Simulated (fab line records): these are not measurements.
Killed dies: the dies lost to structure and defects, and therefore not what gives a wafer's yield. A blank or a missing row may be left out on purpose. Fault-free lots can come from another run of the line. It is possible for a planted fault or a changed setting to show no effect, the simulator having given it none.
One fault seen from 3 desks / flow n5Finfet / each desk holds nothing but its own numbers, with what lay behind them at the end

## THE METROLOGY DESK
What the gauges read, lot by lot, whatever tool the lot ran on: means of the sampled wafers that have a number. Marked OUT: a lot whose mean sits more than 4 standard deviations from the usual mean, which makes it out of limits; the brackets give that distance. It has 11 readings; the 7 that lie furthest out on some lot are the ones shown.
Columns: A = PMOS_HMC_BLK_OVL at N5_PMOS_HMC_CHANNEL_EPI_OVL_MEAS_10, usual 0.3 nm; B = IOFF_N at N5_BEOL_M4_RC_MEAS_101, usual 0.145 nA/um; C = IOFF_P at N5_BEOL_M4_RC_MEAS_101, usual 0.20 nA/um; D = ION_P at N5_BEOL_M4_RC_MEAS_101, usual 462 uA/um; E = SS_N at N5_BEOL_M4_RC_MEAS_101, usual 71.3 mV/dec; F = SS_P at N5_BEOL_M4_RC_MEAS_101, usual 73.1 mV/dec; G = VT_P at N5_BEOL_M4_RC_MEAS_101, usual -251 mV
lot=L835; first seen here=day 1 18:16; A=0.4; B=0.140; C=0.18; D=460; E=71.1; F=72.5; G=-251
lot=L836; first seen here=day 1 23:20; A=0.7; B=0.153; C=0.20; D=455; E=71.4; F=73.7; G=-252
lot=L840; first seen here=day 3 00:04; A=0.6; B=0.152; C=0.24; D=466; E=71.8; F=73.2; G=-247
lot=L841; first seen here=day 3 06:24; A=-0.2; B=0.192; C=0.28; D=474; E=72.1; F=74.4; G=-243
lot=L842; first seen here=day 3 11:20; A=1.6; B=0.140; C=0.19; D=468; E=70.7; F=72.4; G=-249
lot=L851; first seen here=day 5 18:10; A=-0.2; B=0.170; C=0.21; D=464; E=71.5; F=72.9; G=-249
lot=L852; first seen here=day 5 23:22; A=-0.4; B=0.136; C=0.20; D=454; E=71.5; F=73.2; G=-253
lot=L853; first seen here=day 6 05:23; A=1.3; B=0.153; C=0.21; D=463; E=72.1; F=73.6; G=-251
lot=L857; first seen here=day 7 05:26; A=0.1; B=0.140; C=0.20; D=460; E=71.5; F=73.2; G=-249
lot=L858; first seen here=day 7 11:33; A=0.2; B=0.143; C=0.19; D=458; E=70.9; F=72.9; G=-251
This desk found nothing out of limits on any of the 10 lots.

## DESK OF THE TOOL OWNER: lithoTrack-01
The tool's own readings at N5_PMOS_HMC_CHANNEL_EPI_COAT_31 (time 60 s, resist thk 66 nm): means of the sampled wafers that have a number, for each lot that ran on this tool. Marked OUT: a lot whose mean sits more than 4 standard deviations from the usual mean, which makes it out of limits; the brackets give that distance.
Columns: A = spinSpeedRpm at N5_PMOS_HMC_CHANNEL_EPI_COAT_31, usual 1500.1 rpm
lot=L835; first seen here=day 1 17:53; A=1499.8
lot=L836; first seen here=day 1 23:04; A=1499.6
lot=L840; first seen here=day 2 23:49; A=1596.7 (+99 or more) OUT
lot=L842; first seen here=day 3 10:58; A=1595.4 (+99 or more) OUT
lot=L851; first seen here=day 5 17:47; A=1500.0
lot=L858; first seen here=day 7 11:17; A=1500.7
This desk's verdict: out of limits on L840, L842, starting with L840 at day 2 23:49 (spinSpeedRpm at N5_PMOS_HMC_CHANNEL_EPI_COAT_31). L835, L836, L851, L858 stayed within limits.

## THE DEFECT DESK
Per lot, the means of the sampled wafers with a number show what the inspections along the route counted. Marked OUT: a lot whose mean sits more than 4 standard deviations from the usual mean, which makes it out of limits; the brackets give that distance.
Columns: A = rawDefectCount at N5_WELL_APT_INSPECT_10, usual 2.2
lot=L835; first seen here=day 1 14:52; A=1.0
lot=L836; first seen here=day 1 19:58; A=2.3
lot=L840; first seen here=day 2 19:53; A=4.7
lot=L841; first seen here=day 3 02:01; A=2.0
lot=L842; first seen here=day 3 07:42; A=2.7
lot=L851; first seen here=day 5 14:04; A=2.7
lot=L852; first seen here=day 5 19:37; A=3.0
lot=L853; first seen here=day 6 01:44; A=2.3
lot=L857; first seen here=day 7 01:44; A=1.0
lot=L858; first seen here=day 7 07:38; A=2.0
This desk found nothing out of limits on any of the 10 lots.

## BROUGHT TOGETHER
On L840, L842, at day 2 23:49, an alarm was possible from the tool owner's desk.
Nothing out of limits was seen by the metrology desk.
Nothing the defect desk looked at was out of limits.
The metrology desk has L840, L842 on record, within its limits.
The defect desk has L840, L842 on record, within its limits.
Every lot named ran N5_PMOS_HMC_CHANNEL_EPI_COAT_31 on lithoTrack-01.

## WHAT THE SIMULATOR PUT IN
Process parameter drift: lithoTrack-01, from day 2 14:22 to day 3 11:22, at N5_PMOS_HMC_CHANNEL_EPI_COAT_31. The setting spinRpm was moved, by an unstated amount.
Lots struck among those shown: L840, L842.
Delay in hours, fault start to first out-of-limits reading, by desk: the tool owner's desk at 9.
